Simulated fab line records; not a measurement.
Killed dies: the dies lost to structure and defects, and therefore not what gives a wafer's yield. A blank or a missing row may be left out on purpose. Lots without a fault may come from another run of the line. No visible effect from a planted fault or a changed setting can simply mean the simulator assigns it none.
Split-lot experiment -- flow n5Finfet -- on a route of 1938 steps: 7 lots, 39 wafers read

## ABOUT THE SPLIT
At N5_BEOL_M10_VIA_ETCH_34 (etches SiCOH lowk in C4F6/O2, target depth 184.5 nm, time 69.2 s), the setting timeS was moved away from the recipe's 69.2 s on 12 of the 39 wafers read, by -35.9% to +49.1%. All remaining wafers had this setting at the recipe value.

The reading is taken at the split's own step.

## THE READING
SOC_of_BEOL_M10_COAT_63.thkNm (the simulator's own value, which no gauge read), in nm, at N5_BEOL_M10_VIA_ETCH_34 (etches SiCOH lowk in C4F6/O2, target depth 184.5 nm, time 69.2 s). No usual value for it is given in the file. Across the 27 wafers here that went through the recipe, the average is 91.9 nm and the standard deviation 0.3 nm.

wafer,"tool, chamber at the split","timeS as run, s",against the recipe,"SOC_of_BEOL_M10_COAT_63.thkNm, nm",against lot-mates on the recipe
L079.1,"rieDiel-01, 3",69.2,recipe,92,-
L079.2,"rieDiel-01, 2",69.2,recipe,92,-
L079.3,"rieDiel-01, 1",69.2,recipe,92,-
L079.4,"rieDiel-01, 0",69.2,recipe,92.4,-
L079.5,"rieDiel-01, 3",69.2,recipe,92,-
L079.6,"rieDiel-01, 0",69.2,recipe,92.4,-
L082.1,"rieDiel-03, 3",80.65,+16.5%,90.6,-1.0
L082.2,"rieDiel-03, 2",69.2,recipe,91.6,-
L082.3,"rieDiel-03, 1",69.2,recipe,91.6,-
L082.4,"rieDiel-03, 0",69.2,recipe,91.6,-
L082.5,"rieDiel-03, 0",80.65,+16.5%,90.2,-1.4
L082.6,"rieDiel-03, 1",80.65,+16.5%,90,-1.6
L085.1,"rieDiel-03, 2",44.34,-35.9%,94.8,+3.1
L085.2,"rieDiel-03, 0",69.2,recipe,91.6,-
L085.3,"rieDiel-03, 1",69.2,recipe,91.6,-
L085.4,"rieDiel-03, 3",44.34,-35.9%,94.8,+3.1
L085.5,"rieDiel-03, 2",44.34,-35.9%,95,+3.3
L085.6,"rieDiel-03, 1",69.2,recipe,91.8,-
L091.1,"rieDiel-06, 1",103.2,+49.1%,88,-3.7
L091.2,"rieDiel-06, 0",69.2,recipe,91.8,-
L091.3,"rieDiel-06, 2",103.2,+49.1%,87.6,-4.1
L091.4,"rieDiel-06, 3",69.2,recipe,91.8,-
L091.5,"rieDiel-06, 2",69.2,recipe,91.4,-
L091.6,"rieDiel-06, 1",103.2,+49.1%,88.2,-3.5
L093.2,"rieDiel-06, 0",69.2,recipe,91.8,-
L093.4,"rieDiel-06, 3",69.2,recipe,91.8,-
L093.6,"rieDiel-06, 3",69.2,recipe,92,-
L094.1,"rieDiel-01, 2",69.2,recipe,91.6,-
L094.2,"rieDiel-01, 1",87.7,+26.7%,89.2,-2.7
L094.3,"rieDiel-01, 0",69.2,recipe,92,-
L094.4,"rieDiel-01, 2",87.7,+26.7%,89.6,-2.3
L094.5,"rieDiel-01, 1",87.7,+26.7%,89,-2.9
L094.6,"rieDiel-01, 0",69.2,recipe,92,-
L095.1,"rieDiel-06, 1",69.2,recipe,92.2,-
L095.2,"rieDiel-06, 2",69.2,recipe,92,-
L095.3,"rieDiel-06, 0",69.2,recipe,92,-
L095.4,"rieDiel-06, 3",69.2,recipe,92.2,-
L095.5,"rieDiel-06, 2",69.2,recipe,91.8,-
L095.6,"rieDiel-06, 3",69.2,recipe,92.8,-

FIT RESULTS
A straight line over all 39 wafers: SOC_of_BEOL_M10_COAT_63.thkNm changes by -0.0847 nm for each +1% of timeS; r = -0.98; the points scatter about the line by 0.32 nm.
The same after taking each lot's own level away (the mean of its wafers on the recipe; 39 wafers): -0.0833 nm for each +1%; r = -0.99; scatter 0.26 nm.
That fit puts the effect of the largest move of timeS on the reading at 4.1 nm.
Measured against the standard deviation above, the lots' own levels, which go from 91.60 to 92.17 nm, span 1.9 times it.
So the lot-to-lot level changes the slope little: the two slopes agree.
Check: with one of the wafers moved furthest among these (+49.1%) left out of the fit, the line predicts -4.16 nm for it against its lot-mates. It came out at -3.67 nm against them.

## OTHER SPLITS APPLIED TO THESE WAFERS
Other splits were also applied to these wafers ahead of the reading. Each is held against what the fit with the lots' levels taken away leaves over:
other split on the same wafers,wafers away from the commonest value,r with SOC_of_BEOL_M10_COAT_63.thkNm (lot level and that fit taken away)
N5_BEOL_M7_TRENCH_ETCH_37 targetDepthA,15,+0.12

## THE WHOLE CHAIN: every reading that the file lists as answering this split, in the file's order
step,what it does,reading,change (the file's fit),r (the file's)
N5_BEOL_M10_VIA_ETCH_34,"etches SiCOH lowk in C4F6/O2, target depth 184.5 nm, time 69.2 s","etch.depthNm (the simulator's own value, which no gauge read)",+1.88 nm for each +1% of the setting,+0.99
N5_BEOL_M10_VIA_ETCH_34,"etches SiCOH lowk in C4F6/O2, target depth 184.5 nm, time 69.2 s","SOC_of_BEOL_M10_COAT_63.thkNm (the simulator's own value, which no gauge read)",-0.0831 nm for each +1% of the setting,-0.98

## FILE'S OWN FIT
SOC_of_BEOL_M10_COAT_63.thkNm changes by -0.0831 nm for each +1% of timeS, r = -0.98.
